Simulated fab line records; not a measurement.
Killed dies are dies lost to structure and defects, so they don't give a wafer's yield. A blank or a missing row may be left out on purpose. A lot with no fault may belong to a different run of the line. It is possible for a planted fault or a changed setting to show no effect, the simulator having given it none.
Chamber matching || flow n5-finfet || pecvd-01 running N5_GATE_CUT_PECVD_57: 3 sister chambers
The step deposits SiNx from SiH4/NH3/N2, target thk 21 nm. 3 wafers are shown with their chamber, then 7 later ones without.

## WAFERS WITH THEIR CHAMBER
{"wafer": "L090.6", "chamber": 2, "throttle-valve-pct (%)": 41.8}
{"wafer": "L091.1", "chamber": 0, "throttle-valve-pct (%)": 38.9}
{"wafer": "L091.3", "chamber": 1, "throttle-valve-pct (%)": 44.4}

## WAFERS WITHOUT THEIR CHAMBER
{"wafer": "L091.5", "throttle-valve-pct (%)": 38.6}
{"wafer": "L092.1", "throttle-valve-pct (%)": 41.5}
{"wafer": "L092.2", "throttle-valve-pct (%)": 44.5}
{"wafer": "L092.6", "throttle-valve-pct (%)": 41.6}
{"wafer": "L095.2", "throttle-valve-pct (%)": 38.8}
{"wafer": "L095.3", "throttle-valve-pct (%)": 38.7}
{"wafer": "L095.5", "throttle-valve-pct (%)": 38.6}

## CHAMBER TAKEN BY EACH
{"wafer": "L091.5", "from the rows above": 0, "in truth": 0}
{"wafer": "L092.1", "from the rows above": 2, "in truth": 2}
{"wafer": "L092.2", "from the rows above": 1, "in truth": 1}
{"wafer": "L092.6", "from the rows above": 2, "in truth": 2}
{"wafer": "L095.2", "from the rows above": 0, "in truth": 0}
{"wafer": "L095.3", "from the rows above": 0, "in truth": 0}
{"wafer": "L095.5", "from the rows above": 0, "in truth": 0}
Placed correctly: 7 of 7. Not placeable from these rows: 0. Placed wrongly: 0.
How it was worked out, from the rows above alone: a wafer's distance from a chamber is the root of the sum, over the readings, of the square of ((its reading less the chamber's mean) divided by the reading's scatter). If the next closest chamber is less than 2 further off than the closest, the wafer can't be placed; otherwise it belongs to the closest. The mean given for a chamber averages the wafers shown for that chamber. The scatter (one wafer shown for each chamber): square how far every hidden wafer sits from the nearest shown wafer, average those squares and take the square root.
